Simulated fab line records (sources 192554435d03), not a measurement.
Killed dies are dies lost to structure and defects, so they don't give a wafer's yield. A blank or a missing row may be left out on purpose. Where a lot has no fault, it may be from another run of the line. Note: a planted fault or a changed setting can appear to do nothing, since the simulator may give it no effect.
Code-filled problem report in 8D (eight disciplines) form | flow n5 finfet | the parts of the form that need people (team, actions taken, sign-off) are left out

1. THE PROBLEM
head pressure psi at N5_GATE_CUT_CMP_23 reads a mean of 2.614 psi on 6 wafers of 2 lots; wafers without a fault read 2.500 psi with a standard deviation of 0.0053. That is +21 standard deviations from the usual mean.
The step: polishes, stops on SiO2, t overpolish 23.4 s, target thk 16 nm.
First seen on wafer L360.1, day 7 22:52, on cmp-01. At this step, 27 wafers from 9 lots have a number in the record. Rule for "out", or "out of limits": more than 4 standard deviations from the usual mean. Any other wafer with a number is counted as sound.

2. WHAT IT IS, WHAT IT ISN'T
question                    | is                     | is not
which readings at this step | head pressure psi      | overpolish run s, slurry filter dp kPa, slurry flow ml min, time to endpoint s
which lots                  | L360, L361             | L347, L348, L354, L355, L365, L366, L369
which wafers of those lots  | all that have a number | -
read on which tools         | cmp-01                 | cmp-02, cmp-04
when                        | from day 7 22:52       | up to then (12 sound wafers); but 9 sound wafers of L365, L366, L369 came after

3. THE SUSPECTS, EACH WITH WHAT RULES IT OUT
Counting: a tool stays on the suspect list if, at a process step up to the reading, it processed all lots that are out and no sound lot following the first of them.
- rie metal-01 at N5_GATE_CUT_CUT_ETCH_53 (etches W in SF6/Cl2, target depth 79.2 nm): kept. It ran every lot that is out, first L360 (day 7 20:55), and no sound lot after that.
- cmp-01 at N5_GATE_CUT_CMP_23 (polishes, stops on SiO2, t overpolish 23.4 s, target thk 16 nm): kept. All lots that are out passed through it, beginning with L360 at day 7 22:52, and no sound lot followed; its final sound lot before that point was L355 at day 6 17:58. Its own head pressure psi readings are out on those wafers.
What counting leaves: rie metal-01 at N5_GATE_CUT_CUT_ETCH_53 and cmp-01 at N5_GATE_CUT_CMP_23.

4. THE CAUSE (what the simulator had put in)
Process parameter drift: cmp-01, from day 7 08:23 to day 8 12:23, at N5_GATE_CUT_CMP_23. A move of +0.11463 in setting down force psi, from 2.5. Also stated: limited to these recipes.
2 suspects survive the count, and this tool is in that group.

5. THE EFFECT CHAIN, in route order
Each row: a reading whose mean over the struck wafers that have a number lies more than 3 standard deviations from the usual. Only readings for which the record gives a usual standard deviation are gone through. hours: the time from each lot's start at the first step in this table that gives one to its start at this step, as a median over the lots. sigmas: the change in usual standard deviations.
hours | step               | reading           | usual     | on struck wafers | change | sigmas
0     | N5_GATE_CUT_CMP_23 | head pressure psi | 2.500 psi | 2.614            | +0.114 | +21
Process steps it contains:
- N5_GATE_CUT_CMP_23: polishes, stops on SiO2, t overpolish 23.4 s, target thk 16 nm.
At these later measuring or inspecting steps, every struck wafer for which the step has a row has a number for every such reading, and none has moved that far: N5_BEOL_M4_RC_MEAS_101.

6. WHAT WOULD HAVE CAUGHT IT SOONER
In this record the first reading out of limits was taken at day 7 22:52, 14 hours after the fault began at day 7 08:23.
